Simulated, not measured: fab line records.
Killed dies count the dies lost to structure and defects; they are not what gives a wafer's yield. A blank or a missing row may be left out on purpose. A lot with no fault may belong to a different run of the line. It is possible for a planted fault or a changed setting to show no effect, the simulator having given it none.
Which of the tools did it?    flow nandHarc    27 wafers from 9 lots sampled at 5 of the route's 1159 steps

== WHAT EACH GAUGE READ, for each wafer ==
NHARC_END_SORT_01.
lot   measured      on         killedAtArray  killedAtOther  killedAtPeriphery  killedDies  killedOpen  killedShort
L548  day 19 16:32  prober-02  32 35 29       2 0 1          1 2 5              35 37 35    4 2 7       3 1 2
L558  day 21 17:40  prober-01  34 24 29       2 1 2          0 2 3              36 27 34    3 3 5       0 4 2
L562  day 22 13:22  prober-02  15 12 15       0 4 0          1 4 2              16 20 17    1 3 1       0 1 0
L565  day 23 06:09  prober-02  20 25 15       2 1 1          3 2 0              25 28 16    1 3 2       5 1 4

== EACH LOT AND THE TOOL THAT RAN IT (in order: tool; ch and the chambers of the sampled wafers; start) ==
lot   NHARC_A_STAIRCASE_TRIM_189         NHARC_A_STAIRCASE_ETCH_194                    NHARC_A_STAIRCASE_TRIM_196         NHARC_A_STAIRCASE_TRIM_198
L548  rieDiel-10 ch 0,2,3, day 11 10:22  rieDiel-10 ch 0,1,3, day 11 11:21 or earlier  rieDiel-11 ch 0,2,3, day 11 11:21  rieDiel-11 ch 2,3, day 19 16:32 or earlier
L558  rieDiel-09 ch 0,2,3, day 13 02:25  rieDiel-09 ch 0,2, day 13 03:18 or earlier    rieDiel-10 ch 0,1,2, day 13 03:18  rieDiel-10 ch 1,3, day 21 17:40 or earlier
L559  rieDiel-09 ch 2,3, day 14 09:35    rieDiel-09 ch 1,2, day 14 10:29 or earlier    rieDiel-09 ch 0,2,3, day 14 10:29  rieDiel-09 ch 2,3, no start
L562  rieDiel-10 ch 0,1, day 14 19:31    rieDiel-10 ch 1,2, day 14 20:22 or earlier    rieDiel-10 ch 0,1,3, day 14 20:22  rieDiel-10 ch 0,1,3, day 22 13:22 or earlier
L565  rieDiel-11 ch 0,1,3, day 15 00:52  rieDiel-11 ch 0,1,3, day 15 01:46 or earlier  rieDiel-11 ch 0,1,2, day 15 01:46  rieDiel-11 ch 1,2,3, day 23 06:09 or earlier
L566  rieDiel-10 ch 0,1,2, day 15 11:52  rieDiel-10 ch 0,1,3, day 15 12:40 or earlier  rieDiel-10 ch 2,3, day 15 12:40    rieDiel-10 ch 0,1,3, no start
L567  rieDiel-11 ch 0,1, day 15 16:53    rieDiel-11 ch 0,1,2, day 15 17:42 or earlier  rieDiel-11 ch 0,2,3, day 15 17:42  rieDiel-11 ch 0,1,3, no start
L570  rieDiel-11 ch 1,2,3, day 16 16:05  rieDiel-11 ch 0,1, day 16 16:53 or earlier    rieDiel-10 ch 0,1,3, day 16 16:53  rieDiel-10 ch 0,1,3, no start
L571  rieDiel-11 ch 0,1,3, day 16 23:53  rieDiel-11 ch 0,2,3, day 17 00:40 or earlier  rieDiel-09 ch 0,1,2, day 17 00:40  rieDiel-09 ch 0,1, no start
- NHARC_A_STAIRCASE_TRIM_189: chemistry O2, time 211.2 s.
- NHARC_A_STAIRCASE_ETCH_194: etches the open film in C4F8/O2, target depth 100 nm, time 40.5 s.
- NHARC_A_STAIRCASE_TRIM_196: chemistry O2, time 211.2 s.
- NHARC_A_STAIRCASE_TRIM_198: chemistry O2, time 211.2 s.

== WHAT THE TOOLS THEMSELVES READ (means of the sampled wafers that have a number; where no wafer has one, the mark that the record gives instead) ==
NHARC_A_STAIRCASE_TRIM_189.
lot   tool        drypumpMotorCurrentA (A)  mfcArSccm (sccm)  oesProductAu (a.u.)  rfVppV (V)  runLengthS (s)  showerheadPlenumPTorr (Torr)  throttleValvePct (%)
L548  rieDiel-10  5.6                       0.005             1.000                57.4        232.1           3.44                          17.028
L558  rieDiel-09  5.6                       0.005             1.010                57.9        192.4           3.44                          17.035
L559  rieDiel-09  5.6                       0.000             1.012                58.1        192.4           3.39                          17.037
L562  rieDiel-10  5.3                       0.008             1.000                57.8        232.4           3.56                          17.042
L565  rieDiel-11  6.0                       0.009             0.988                58.6        232.7           3.58                          17.035
L566  rieDiel-10  5.2                       0.008             0.999                57.7        232.4           3.53                          17.029
L567  rieDiel-11  6.2                       0.011             0.995                57.7        233.0           3.48                          17.041
L570  rieDiel-11  5.8                       0.002             0.992                57.4        232.7           3.57                          17.042
L571  rieDiel-11  6.0                       0.009             0.986                58.9        233.0           3.57                          17.032

NHARC_A_STAIRCASE_ETCH_194.
lot   tool        oesProductAu (a.u.)  rfVppV (V)
L548  rieDiel-10  0.946                895
L558  rieDiel-09  0.950                895
L559  rieDiel-09  0.950                899
L562  rieDiel-10  0.946                898
L565  rieDiel-11  0.932                897
L566  rieDiel-10  0.941                894
L567  rieDiel-11  0.935                900
L570  rieDiel-11  0.943                894
L571  rieDiel-11  0.933                903

NHARC_A_STAIRCASE_TRIM_196.
lot   tool        drypumpMotorCurrentA (A)  mfcArSccm (sccm)  oesProductAu (a.u.)  rfVppV (V)  runLengthS (s)  showerheadPlenumPTorr (Torr)  throttleValvePct (%)
L548  rieDiel-11  6.0                       0.007             0.992                58.3        232.7           3.74                          17.037
L558  rieDiel-10  5.3                       0.008             1.004                58.4        232.5           3.54                          17.041
L559  rieDiel-09  5.6                       0.005             1.004                57.6        232.9           3.43                          17.027
L562  rieDiel-10  5.6                       0.006             1.001                57.1        232.5           3.48                          17.039
L565  rieDiel-11  6.1                       0.009             0.989                58.7        232.5           3.63                          17.044
L566  rieDiel-10  5.9                       0.002             0.999                57.2        232.1           3.34                          17.030
L567  rieDiel-11  6.0                       0.007             0.996                58.2        232.4           3.72                          17.038
L570  rieDiel-10  5.6                       0.006             1.008                58.1        232.7           3.65                          17.045
L571  rieDiel-09  5.2                       0.018             1.007                57.9        233.0           3.53                          17.032

NHARC_A_STAIRCASE_TRIM_198.
lot   tool        drypumpMotorCurrentA (A)  mfcArSccm (sccm)  oesProductAu (a.u.)  rfVppV (V)  runLengthS (s)  showerheadPlenumPTorr (Torr)  throttleValvePct (%)
L548  rieDiel-11  5.8                       0.000             1.001                58.2        232.3           3.74                          17.040
L558  rieDiel-10  5.4                       0.006             1.011                57.0        232.4           3.52                          17.036
L559  rieDiel-09  5.6                       0.000             1.019                57.4        232.9           3.45                          17.046
L562  rieDiel-10  5.5                       0.006             1.000                57.7        232.4           3.48                          17.032
L565  rieDiel-11  5.8                       0.002             0.994                58.5        232.7           3.58                          17.039
L566  rieDiel-10  5.6                       0.006             1.000                57.8        232.7           3.48                          17.032
L567  rieDiel-11  6.0                       0.009             0.994                58.1        232.6           3.57                          17.040
L570  rieDiel-10  5.5                       0.006             1.013                57.5        232.6           3.65                          17.031
L571  rieDiel-09  5.2                       0.023             0.999                56.7        232.8           3.51                          17.041

== THE ANSWER, worked out from the rows above alone ==
Rule: what is usual is taken from the lots themselves. The widest of any qualifying gaps counts: lots, ordered by their means at a reading, are off when they make up no more than a third of the lots, leave a main group of 4 or more, and stand apart from it by 3 or more times the standard deviation of that group's means. If all means in a main group match to the digits the tables above print for the reading, that group is not used. Also off: a lot with no number at a reading for which 4 or more lots have one. All remaining lots with rows at the step are treated as sound. After the gauges, taken in route order, come the tools' own readings; for these a lot's mean is taken, as printed above. At the first step where some lot is off, the reading lying furthest off is the one used; lots without a number count as furthest.
Off at NHARC_A_STAIRCASE_TRIM_189 (runLengthS): L558, L559. The main group has a mean of 232.6 s with a standard deviation of 0.31.
A tool fits if, at that step or a process step before it, it ran every lot that is off, and no sound lot after the first of them. One fits: NHARC_A_STAIRCASE_TRIM_189 on rieDiel-09. It ran no sound lot before its first lot that is off in this sample, so the start can't be narrowed down.
The tool's own readings at NHARC_A_STAIRCASE_TRIM_189 bear it out: on the lots that are off they differ by more than 5 times the standard deviation of the sound lots' means. runLengthS reads 192.4 s there against 232.6 s on the sound lots.

== WHAT THE SIMULATOR HAD INSERTED ==
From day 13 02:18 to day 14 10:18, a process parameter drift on rieDiel-09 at NHARC_A_STAIRCASE_TRIM_189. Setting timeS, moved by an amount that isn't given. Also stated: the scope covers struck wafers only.
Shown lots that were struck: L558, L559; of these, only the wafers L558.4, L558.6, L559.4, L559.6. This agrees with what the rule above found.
